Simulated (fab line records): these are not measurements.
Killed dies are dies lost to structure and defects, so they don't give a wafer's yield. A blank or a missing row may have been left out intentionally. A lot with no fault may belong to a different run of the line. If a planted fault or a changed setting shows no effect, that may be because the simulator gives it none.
Which tool is to blame? -- flow nand harc -- 24 lots with 72 wafers sampled at 3 steps, on a route of 1302 steps

## WHAT EACH GAUGE READ, for each wafer
NHARC_P_STI_OCD_MEAS_43.
lot,measured,on,trench depth nm (nm),trench foot cd nm (nm)
L074,day 2 23:16,ocd-01,298 301 301,159.6 160.5 157.0
L075,day 3 05:58,ocd-02,310 303 304,154.3 157.4 156.9
L076,day 3 17:59,ocd-01,308 307 306,159.4 157.0 162.2
L077,day 4 03:20,ocd-02,300 306 304,160.6 158.6 158.4
L078,day 4 12:05,ocd-01,301 300 297,160.7 160.2 157.0
L079,day 4 21:57,ocd-02,310 303 296,156.6 156.8 158.5
L080,day 5 08:46,ocd-02,301 303 300,162.9 159.2 159.4
L081,day 5 19:03,ocd-01,299 307 299,159.6 156.9 158.3
L082,day 6 04:22,ocd-02,304 303 300,160.8 156.9 158.8
L083,day 6 16:42,ocd-02,300 302 298,157.0 160.5 159.5
L084,day 7 03:43,ocd-01,306 301 301,157.2 161.7 161.0
L085,day 7 10:26,ocd-01,297 303 308,161.0 159.9 158.9
L086,day 7 20:20,ocd-02,300 302 299,160.6 159.5 161.0
L087,day 8 06:08,ocd-01,301 302 301,159.3 158.5 161.0
L088,day 8 17:36,ocd-02,304 299 300,156.4 157.9 155.2
L089,day 9 03:58,ocd-01,303 299 300,156.7 157.3 160.6
L090,day 9 12:25,ocd-02,300 306 305,156.3 157.9 155.7
L091,day 9 22:11,ocd-01,303 307 306,163.0 159.2 160.9
L092,day 10 08:00,ocd-02,305 304 304,156.8 156.9 157.9
L093,day 10 17:50,ocd-01,304 302 300,160.5 158.0 160.4
L094,day 11 04:44,ocd-02,299 299 302,163.1 160.4 158.1
L095,day 11 18:25,ocd-02,305 304 301,155.4 160.3 158.8
L096,day 12 01:12,ocd-02,302 305 305,160.5 160.1 160.6
L097,day 12 09:40,ocd-01,299 305 305,159.6 156.4 158.7

NHARC_P_M1_OVL_MEAS_10: pitch 260 nm.
lot,measured,on,overlay x nm (nm),overlay y nm (nm)
L074,day 6 05:27,overlay-02,0.3 -0.4 0.4,-0.2 -0.1 0.2
L075,day 6 12:46,overlay-01,-1.0 -0.5 -0.8,-0.4 -0.5 -1.1
L076,day 7 01:52,overlay-02,-0.3 -0.3 -0.3,1.1 0.5 0.2
L077,day 7 07:13,overlay-01,0.6 0.6 1.4,0.5 1.2 0.7
L078,day 7 17:56,overlay-02,-0.5 0.4 -0.4,1.0 0.6 0.5
L079,day 8 04:31,overlay-02,0.4 0.0 0.2,-1.1 -1.4 -1.3
L080,day 8 20:56,overlay-02,-1.1 -1.1 -0.8,1.3 0.7 1.7
L081,day 9 04:39,overlay-02,-0.9 -0.8 -0.8,0.0 -0.8 -0.2
L082,day 9 12:22,overlay-02,0.7 0.5 0.4,-1.0 -0.8 -1.0
L083,day 10 03:15,overlay-02,0.7 0.2 1.0,-0.5 0.1 -0.5
L084,day 10 10:44,overlay-01,-0.2 0.3 0.5,-0.3 -0.7 -0.4
L085,day 10 20:48,overlay-02,-0.7 -1.2 -0.9,0.9 0.6 0.8
L086,day 11 00:10,overlay-02,0.5 0.4 0.5,1.3 1.3 0.6
L087,day 11 12:35,overlay-01,-1.4 -0.7 -0.9,0.0 -0.3 -0.4
L088,day 12 14:21,overlay-02,-1.4 -1.1 -2.1,-0.4 -0.3 -1.1
L089,day 12 15:22,overlay-02,0.1 0.6 0.9,0.3 -0.3 -0.2
L090,day 13 00:52,overlay-02,-0.2 0.3 0.0,0.2 0.1 -0.2
L091,day 13 03:10,overlay-01,0.1 0.2 0.7,-1.0 -0.7 -0.9
L092,day 13 17:58,overlay-01,0.8 0.5 0.8,0.0 -0.3 -0.4
L093,day 14 09:47,overlay-02,-1.9 -1.7 -1.8,0.0 0.3 0.4
L094,day 14 10:37,overlay-02,-1.0 -1.3 -0.7,-0.5 0.7 -0.4
L095,day 15 03:11,overlay-02,-0.1 -0.6 -0.2,-1.6 -1.8 -2.6
L096,day 15 06:59,overlay-02,-0.3 -0.5 -0.2,-0.4 0.3 0.3
L097,day 15 14:37,overlay-02,0.2 0.4 0.9,1.0 1.9 0.8

## WHICH TOOL RAN EACH LOT (tool, then ch and the chambers of the sampled wafers, then the start)
lot,NHARC_P_CONTACT_ALD_22
L074,"ald metal-03 ch 0,1, day 5 23:15"
L075,"ald metal-01 ch 0,2,3, day 6 06:31"
L076,"ald metal-04 ch 0,2,3, day 6 19:29"
L077,"ald metal-01 ch 0,1,2, day 7 00:28"
L078,"ald metal-01 ch 1,2,3, day 7 11:41"
L079,"ald metal-03 ch 1,2, day 7 22:19"
L080,"ald metal-04 ch 1,2, day 8 14:35"
L081,"ald metal-03 ch 0,1,2, day 8 21:50"
L082,"ald metal-04 ch 0,2,3, day 9 06:00"
L083,"ald metal-01 ch 0,2,3, day 9 21:02"
L084,"ald metal-04 ch 0,1,2, day 10 04:33"
L085,"ald metal-03 ch 1,2,3, day 10 14:24"
L086,"ald metal-01 ch 0,1,2, day 10 17:56"
L087,"ald metal-04 ch 2,3, day 11 06:17"
L088,"ald metal-04 ch 0,1,3, day 12 07:45"
L089,"ald metal-03 ch 1,3, day 12 08:20"
L090,"ald metal-01 ch 1,3, day 12 17:59"
L091,"ald metal-04 ch 1,2,3, day 12 21:00"
L092,"ald metal-01 ch 0,1,2, day 13 11:43"
L093,"ald metal-01 ch 0,3, day 14 03:37"
L094,"ald metal-03 ch 0,2,3, day 14 04:14"
L095,"ald metal-03 ch 1,2,3, day 14 20:55"
L096,"ald metal-01 ch 1,2, day 15 00:53"
L097,"ald metal-04 ch 0,2,3, day 15 08:22"
- NHARC_P_CONTACT_ALD_22: deposits TiN, target thk 3 nm, pulse time 1 s, ald cycles 150.

## WHAT THE TOOLS THEMSELVES READ (means of the sampled wafers that have a number; where no wafer has one, the mark that the record gives instead)
NHARC_P_CONTACT_ALD_22.
lot,tool,heater power w (W),precursor pulse height rel
L074,ald metal-03,948,1.012
L075,ald metal-01,1060,1.004
L076,ald metal-04,1059,0.992
L077,ald metal-01,1039,0.987
L078,ald metal-01,1094,1.015
L079,ald metal-03,1151,0.991
L080,ald metal-04,1102,1.002
L081,ald metal-03,1034,1.007
L082,ald metal-04,1080,0.978
L083,ald metal-01,1055,0.992
L084,ald metal-04,1053,1.019
L085,ald metal-03,1127,0.987
L086,ald metal-01,1014,1.010
L087,ald metal-04,1093,0.994
L088,ald metal-04,1074,0.999
L089,ald metal-03,1156,1.013
L090,ald metal-01,1084,1.024
L091,ald metal-04,1089,0.991
L092,ald metal-01,986,0.992
L093,ald metal-01,991,1.001
L094,ald metal-03,1033,1.012
L095,ald metal-03,1140,0.986
L096,ald metal-01,1039,1.025
L097,ald metal-04,1059,1.004

## THE ANSWER, worked out from the rows above alone
Rule: the lots themselves supply what counts as usual. Put in order of their means at a reading, lots are off if they are a third of the lots or fewer, leave a main group of 4 or more, and stand apart from it by a gap of 3 or more times the standard deviation of the main group's means; of several such gaps the widest counts. A main group whose means are all the same, to the digits that the tables above print for the reading, isn't used. Also off: a lot with no number at a reading for which 4 or more lots have one. Where the step has rows for the other lots, those lots are counted as sound. Order of review: gauges by route order, followed by the tools' own readings, for which a lot's mean as printed above is used. The first step at which some lot is off is used, and at that step the reading that is off furthest; a lot without a number counts as furthest.
No lot is off at any reading shown: from this, nothing can be told.

## WHAT THE SIMULATOR HAD PUT IN
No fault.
